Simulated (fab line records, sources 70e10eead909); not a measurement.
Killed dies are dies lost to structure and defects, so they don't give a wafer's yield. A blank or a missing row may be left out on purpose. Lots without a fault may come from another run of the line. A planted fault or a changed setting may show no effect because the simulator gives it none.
Chamber matching | flow nand_harc | NHARC_A_BONDPAD_ETCH_24 on rie_diel-07: 4 sister chambers
The step etches the open film in CF4/N2, target depth 30 nm, time 72.99 s. 4 wafers are shown with their chamber, then 7 later ones without.

WAFERS WITH THEIR CHAMBER
wafer  | chamber | drypump_motor_current_A (A)
L630.5 | 1       | 5.7
L630.6 | 2       | 5.8
L633.2 | 3       | 6.5
L633.5 | 0       | 5.9

WAFERS WITHOUT THEIR CHAMBER
wafer  | drypump_motor_current_A (A)
L633.6 | 5.7
L643.2 | 6.5
L643.3 | 6.0
L643.4 | 5.8
L644.2 | 5.7
L644.4 | 5.8
L644.5 | 5.7

WHICH CHAMBER EACH WENT THROUGH
wafer  | from the rows above | in truth
L633.6 | 1                   | 1
L643.2 | 3                   | 3
L643.3 | 0                   | 0
L643.4 | 2                   | 2
L644.2 | 1                   | 1
L644.4 | 2                   | 2
L644.5 | 1                   | 1
Placed correctly: 7 of 7. Can't be placed from these rows: 0. Placed wrongly: 0.
How it was worked out, from the rows above alone: a wafer's distance from a chamber is the root of the sum, over the readings, of the square of ((its reading less the chamber's mean) divided by the reading's scatter). The wafer belongs to the nearest chamber; if the next one is less than 2 further off, it can't be placed. A chamber's mean is the mean of its shown wafers. The scatter: with one shown wafer a chamber, the root of the mean of the squares of how far each hidden wafer lies from its nearest shown one.
